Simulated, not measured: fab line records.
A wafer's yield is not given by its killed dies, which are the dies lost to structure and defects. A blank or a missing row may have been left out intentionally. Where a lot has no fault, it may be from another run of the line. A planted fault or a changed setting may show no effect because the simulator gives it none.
Split-lot trial + flow n5-finfet + 7 lots, 39 wafers read, on a route of 1938 steps

== ON THE SPLIT ==
At N5_BEOL_M11_TRENCH_ETCH_37 (etches SiCOH lowk in C4F6/O2, target depth 148.83 nm, time 48 s), the setting time-s was moved away from the recipe's 48 s on 12 of the 39 wafers read, by -40.9% to +17.3%. The other wafers ran this setting at the recipe's value.

== FROM THE SPLIT TO THE READING: what the file shows between them, 11 steps ==
- N5_BEOL_M11_ETCH_41: etches SiCN in CH3F/O2, target depth 42.6 nm, time 86 s
- N5_BEOL_M11_STRIP_77: strips in N2/H2, time 10 s
- N5_BEOL_M11_OCD_MEAS_38
- N5_BEOL_M11_HM_STRIP_39: strips TiN in peroxide tin strip, target depth 25 nm, time 158 s
- N5_BEOL_M11_SRD_40: time 30 s
- N5_BEOL_M11_ECD_50: material Cu, target thk 318 nm
- N5_BEOL_M11_ANNEAL_51: time 90 s
- N5_BEOL_M11_CMP_52: polishes, stops on SiCOH lowk, t overpolish 7 s, target thk 140 nm
- N5_BEOL_M11_THK_MEAS_53: measures by xrf
- N5_BEOL_M11_PRE_CLEAN_55: time 15 s
- N5_BEOL_M11_DEP_56: deposits SiCN from 3MS/NH3, target thk 30 nm, time 10.5 s

== THE READING ==
M11_RS (ohm/sq), read at N5_BEOL_M11_RS_MEAS_57 with a four-point probe. Typical for fault-free wafers on this fab line: 0.152 ohm/sq, with standard deviation 0.0041 ohm/sq.

| wafer  | tool, chamber at the split | time-s as run, s | against the recipe | M11_RS, ohm/sq | against lot-mates on the recipe |
|--------|----------------------------|------------------|--------------------|----------------|---------------------------------|
| L078.1 | rie-diel-03, 2             | 48               | recipe             | 0.157          | -                               |
| L078.2 | rie-diel-03, 0             | 28.36            | -40.9%             | 0.293          | +0.137                          |
| L078.3 | rie-diel-03, 1             | 28.36            | -40.9%             | 0.312          | +0.156                          |
| L078.4 | rie-diel-03, 3             | 28.36            | -40.9%             | 0.283          | +0.127                          |
| L078.5 | rie-diel-03, 0             | 48               | recipe             | 0.154          | -                               |
| L078.6 | rie-diel-03, 1             | 48               | recipe             | 0.156          | -                               |
| L080.1 | rie-diel-04, 2             | 56.3             | +17.3%             | 0.124          | -0.029                          |
| L080.2 | rie-diel-04, 1             | 48               | recipe             | 0.155          | -                               |
| L080.3 | rie-diel-04, 3             | 48               | recipe             | 0.151          | -                               |
| L080.4 | rie-diel-04, 0             | 48               | recipe             | 0.153          | -                               |
| L080.5 | rie-diel-04, 3             | 56.3             | +17.3%             | 0.125          | -0.028                          |
| L080.6 | rie-diel-04, 2             | 56.3             | +17.3%             | 0.123          | -0.030                          |
| L079.1 | rie-diel-03, 3             | 48               | recipe             | 0.146          | -                               |
| L079.2 | rie-diel-03, 2             | 48               | recipe             | 0.155          | -                               |
| L079.3 | rie-diel-03, 0             | 48               | recipe             | 0.153          | -                               |
| L079.4 | rie-diel-03, 3             | 48               | recipe             | 0.146          | -                               |
| L079.5 | rie-diel-03, 2             | 48               | recipe             | 0.155          | -                               |
| L079.6 | rie-diel-03, 0             | 48               | recipe             | 0.152          | -                               |
| L089.3 | rie-diel-01, 3             | 48               | recipe             | 0.143          | -                               |
| L089.4 | rie-diel-01, 0             | 48               | recipe             | 0.148          | -                               |
| L089.5 | rie-diel-01, 1             | 48               | recipe             | 0.149          | -                               |
| L088.1 | rie-diel-04, 1             | 33.68            | -29.8%             | 0.238          | +0.089                          |
| L088.2 | rie-diel-04, 3             | 33.68            | -29.8%             | 0.233          | +0.084                          |
| L088.3 | rie-diel-04, 0             | 48               | recipe             | 0.146          | -                               |
| L088.4 | rie-diel-04, 2             | 48               | recipe             | 0.152          | -                               |
| L088.5 | rie-diel-04, 3             | 48               | recipe             | 0.150          | -                               |
| L088.6 | rie-diel-04, 2             | 33.68            | -29.8%             | 0.233          | +0.084                          |
| L090.1 | rie-diel-03, 3             | 38.23            | -20.4%             | 0.190          | +0.037                          |
| L090.2 | rie-diel-03, 2             | 48               | recipe             | 0.158          | -                               |
| L090.3 | rie-diel-03, 1             | 38.23            | -20.4%             | 0.207          | +0.054                          |
| L090.4 | rie-diel-03, 0             | 48               | recipe             | 0.153          | -                               |
| L090.5 | rie-diel-03, 2             | 38.23            | -20.4%             | 0.205          | +0.052                          |
| L090.6 | rie-diel-03, 3             | 48               | recipe             | 0.147          | -                               |
| L095.1 | rie-diel-01, 2             | 48               | recipe             | 0.155          | -                               |
| L095.2 | rie-diel-01, 1             | 48               | recipe             | 0.149          | -                               |
| L095.3 | rie-diel-01, 3             | 48               | recipe             | 0.144          | -                               |
| L095.4 | rie-diel-01, 3             | 48               | recipe             | 0.145          | -                               |
| L095.5 | rie-diel-01, 1             | 48               | recipe             | 0.151          | -                               |
| L095.6 | rie-diel-01, 2             | 48               | recipe             | 0.152          | -                               |

FIT RESULTS
A straight line over all 39 wafers: M11_RS changes by -0.00297 ohm/sq for each +1% of time-s; r = -0.97; the points scatter about the line by 0.011 ohm/sq.
The same after taking each lot's own level away (the mean of its wafers on the recipe; 39 wafers): -0.00293 ohm/sq for each +1%; r = -0.98; scatter 0.01 ohm/sq.
That fit puts the effect of the largest move of time-s on the reading at 0.12 ohm/sq.
The span of the lots' own levels, 0.1467 to 0.1557 ohm/sq, comes to 2.2 times the standard deviation stated above.
So the lot-to-lot level changes the slope little: the two slopes agree.
Check: with one of the wafers moved furthest among these (-40.9%) left out of the fit, the line predicts +0.119 ohm/sq for it against its lot-mates. Against them it came out at +0.137 ohm/sq.

== THE WHOLE CHAIN: every reading that the file lists as answering this split, in the file's order ==
| step                       | what it does                                                       | reading                                                                           | change (the file's fit)                | r (the file's) |
|----------------------------|--------------------------------------------------------------------|-----------------------------------------------------------------------------------|----------------------------------------|----------------|
| N5_BEOL_M11_TRENCH_ETCH_37 | etches SiCOH lowk in C4F6/O2, target depth 148.83 nm, time 48 s    | etch.depth-nm (the simulator's own value, which no gauge read)                    | +1.49 nm for each +1% of the setting   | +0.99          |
| N5_BEOL_M11_TRENCH_ETCH_37 | etches SiCOH lowk in C4F6/O2, target depth 148.83 nm, time 48 s    | BEOL_M11.feature-depth-nm (the simulator's own value, which no gauge read)        | +1.49 nm for each +1% of the setting   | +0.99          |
| N5_BEOL_M11_TRENCH_ETCH_37 | etches SiCOH lowk in C4F6/O2, target depth 148.83 nm, time 48 s    | TiN_of_BEOL_M11_HM_DEP_02.thk-nm (the simulator's own value, which no gauge read) | -0.0478 nm for each +1% of the setting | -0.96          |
| N5_BEOL_M11_OCD_MEAS_38    |                                                                    | trench-depth-nm                                                                   | +1.49 nm for each +1% of the setting   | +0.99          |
| N5_BEOL_M11_CMP_52         | polishes, stops on SiCOH lowk, t overpolish 7 s, target thk 140 nm | Cu_of_BEOL_M11_ECD_50.thk-nm (the simulator's own value, which no gauge read)     | +1.5 nm for each +1% of the setting    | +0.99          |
| N5_BEOL_M11_THK_MEAS_53    | measures by xrf                                                    | M11_THK                                                                           | +1.49 for each +1% of the setting      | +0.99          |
| N5_BEOL_M11_RS_MEAS_57     | measures by four-point-probe                                       | M11_RS                                                                            | -0.00298 for each +1% of the setting   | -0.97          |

== THE FILE'S OWN FIT ==
M11_RS changes by -0.00298 ohm/sq for each +1% of time-s, r = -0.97.
